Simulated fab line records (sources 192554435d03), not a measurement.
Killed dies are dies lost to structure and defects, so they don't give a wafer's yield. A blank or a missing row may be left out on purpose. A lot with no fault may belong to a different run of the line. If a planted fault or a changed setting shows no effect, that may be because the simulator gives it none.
Matching of chambers || flow n5_finfet || N5_BEOL_M3_ALD_84 on ald_metal-02: 4 sister chambers
The step deposits TaN, pulse time 2 s, purge time 3 s, co reactant purge time 2 s. 18 wafers are shown with their chamber, then 9 later ones without.

== WAFERS, EACH WITH ITS CHAMBER ==
{"wafer": "L075.1", "chamber": 0, "heater_power_w (W)": 461}
{"wafer": "L075.4", "chamber": 3, "heater_power_w (W)": 393}
{"wafer": "L075.5", "chamber": 0, "heater_power_w (W)": 446}
{"wafer": "L076.2", "chamber": 1, "heater_power_w (W)": 416}
{"wafer": "L076.3", "chamber": 0, "heater_power_w (W)": 449}
{"wafer": "L076.6", "chamber": 2, "heater_power_w (W)": 383}
{"wafer": "L078.1", "chamber": 2, "heater_power_w (W)": 381}
{"wafer": "L078.3", "chamber": 1, "heater_power_w (W)": 419}
{"wafer": "L078.5", "chamber": 2, "heater_power_w (W)": 379}
{"wafer": "L080.1", "chamber": 2, "heater_power_w (W)": 384}
{"wafer": "L080.4", "chamber": 1, "heater_power_w (W)": 419}
{"wafer": "L080.6", "chamber": 3, "heater_power_w (W)": 401}
{"wafer": "L084.1", "chamber": 3, "heater_power_w (W)": 389}
{"wafer": "L084.2", "chamber": 1, "heater_power_w (W)": 411}
{"wafer": "L084.3", "chamber": 2, "heater_power_w (W)": 394}
{"wafer": "L085.2", "chamber": 3, "heater_power_w (W)": 385}
{"wafer": "L085.3", "chamber": 2, "heater_power_w (W)": 398}
{"wafer": "L085.4", "chamber": 0, "heater_power_w (W)": 453}

SIGNATURES, as means of the wafers listed above
{"reading": "heater_power_w", "chamber 0": 452.25, "chamber 1": 416.25, "chamber 2": 386.50, "chamber 3": 392.00, "scatter within a chamber": 6.56}
Rule: distance of a wafer from a chamber = root of the sum over the readings of ((wafer's reading minus chamber's mean) / reading's scatter) squared. If the next closest chamber is less than 2 further off than the closest, the wafer can't be placed; otherwise it belongs to the closest. The scatter is the square root of a quotient: the sum, over the shown wafers, of each reading's squared deviation from its chamber's mean, divided by wafers minus chambers.

== WAFERS WITH NO CHAMBER GIVEN ==
{"wafer": "L089.3", "heater_power_w (W)": 390}
{"wafer": "L089.5", "heater_power_w (W)": 428}
{"wafer": "L089.6", "heater_power_w (W)": 390}
{"wafer": "L093.3", "heater_power_w (W)": 427}
{"wafer": "L093.4", "heater_power_w (W)": 378}
{"wafer": "L093.6", "heater_power_w (W)": 382}
{"wafer": "L096.2", "heater_power_w (W)": 393}
{"wafer": "L096.4", "heater_power_w (W)": 385}
{"wafer": "L096.5", "heater_power_w (W)": 395}

== CHAMBER TAKEN BY EACH ==
{"wafer": "L089.3", "from the rows above": "can't be placed: 3 or 2", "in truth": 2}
{"wafer": "L089.5", "from the rows above": "can't be placed: 1 or 0", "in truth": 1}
{"wafer": "L089.6", "from the rows above": "can't be placed: 3 or 2", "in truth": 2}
{"wafer": "L093.3", "from the rows above": 1, "in truth": 1}
{"wafer": "L093.4", "from the rows above": "can't be placed: 2 or 3", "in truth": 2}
{"wafer": "L093.6", "from the rows above": "can't be placed: 2 or 3", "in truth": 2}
{"wafer": "L096.2", "from the rows above": "can't be placed: 3 or 2", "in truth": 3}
{"wafer": "L096.4", "from the rows above": "can't be placed: 2 or 3", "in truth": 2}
{"wafer": "L096.5", "from the rows above": "can't be placed: 3 or 2", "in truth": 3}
Placed correctly: 1 of 9. These rows do not allow placing 8 (true chamber among the candidates in 8). Wrongly placed: 0.
